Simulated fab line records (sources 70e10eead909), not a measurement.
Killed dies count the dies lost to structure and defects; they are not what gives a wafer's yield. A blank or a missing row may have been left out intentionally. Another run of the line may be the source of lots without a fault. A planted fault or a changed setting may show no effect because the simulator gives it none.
Chamber matching :: flow nand-harc :: NHARC_A_STAIRCASE_ALD_420 on ald-hk-02: 4 sister chambers
The step deposits SiO2, target thk 20 nm, pulse time 6 s, ald cycles 200. 8 wafers are shown with their chamber, then 7 later ones without.

## WAFERS WITH THEIR CHAMBER
wafer: L351.6
chamber: 1
heater-power-outer-w (W): 314
heater-power-w (W): 486

wafer: L354.5
chamber: 3
heater-power-outer-w (W): 273
heater-power-w (W): 518

wafer: L354.6
chamber: 2
heater-power-outer-w (W): 226
heater-power-w (W): 427

wafer: L364.1
chamber: 0
heater-power-outer-w (W): 275
heater-power-w (W): 489

wafer: L364.2
chamber: 3
heater-power-outer-w (W): 254
heater-power-w (W): 493

wafer: L364.5
chamber: 0
heater-power-outer-w (W): 279
heater-power-w (W): 494

wafer: L368.1
chamber: 1
heater-power-outer-w (W): 308
heater-power-w (W): 475

wafer: L368.2
chamber: 2
heater-power-outer-w (W): 224
heater-power-w (W): 423

## WAFERS WHOSE CHAMBER IS MISSING
wafer: L368.6
heater-power-outer-w (W): 284
heater-power-w (W): 490

wafer: L369.2
heater-power-outer-w (W): 243
heater-power-w (W): 486

wafer: L369.3
heater-power-outer-w (W): 317
heater-power-w (W): 488

wafer: L369.6
heater-power-outer-w (W): 226
heater-power-w (W): 419

wafer: L371.1
heater-power-outer-w (W): 230
heater-power-w (W): 429

wafer: L371.3
heater-power-outer-w (W): 251
heater-power-w (W): 502

wafer: L371.6
heater-power-outer-w (W): 324
heater-power-w (W): 486

## CHAMBER TAKEN BY EACH
wafer: L368.6
from the rows above: 0
in truth: 0

wafer: L369.2
from the rows above: can't be placed: 3 or 0
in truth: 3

wafer: L369.3
from the rows above: 1
in truth: 1

wafer: L369.6
from the rows above: 2
in truth: 2

wafer: L371.1
from the rows above: 2
in truth: 2

wafer: L371.3
from the rows above: can't be placed: 3 or 0
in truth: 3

wafer: L371.6
from the rows above: 1
in truth: 1
Correct placement for 5 of the 7. Unplaceable from these rows: 2, with the true chamber sitting among the candidates in 2. Placed wrongly: 0.
How it was worked out, from the rows above alone: a wafer's distance from a chamber is the root of the sum, over the readings, of the square of ((its reading less the chamber's mean) divided by the reading's scatter). If the next closest chamber is less than 2 further off than the closest, the wafer can't be placed; otherwise it belongs to the closest. Each chamber's mean is taken over the wafers shown for it. The scatter: take each reading less its chamber's mean, square it, sum over the shown wafers, divide by the number of wafers less the number of chambers, and take the root.
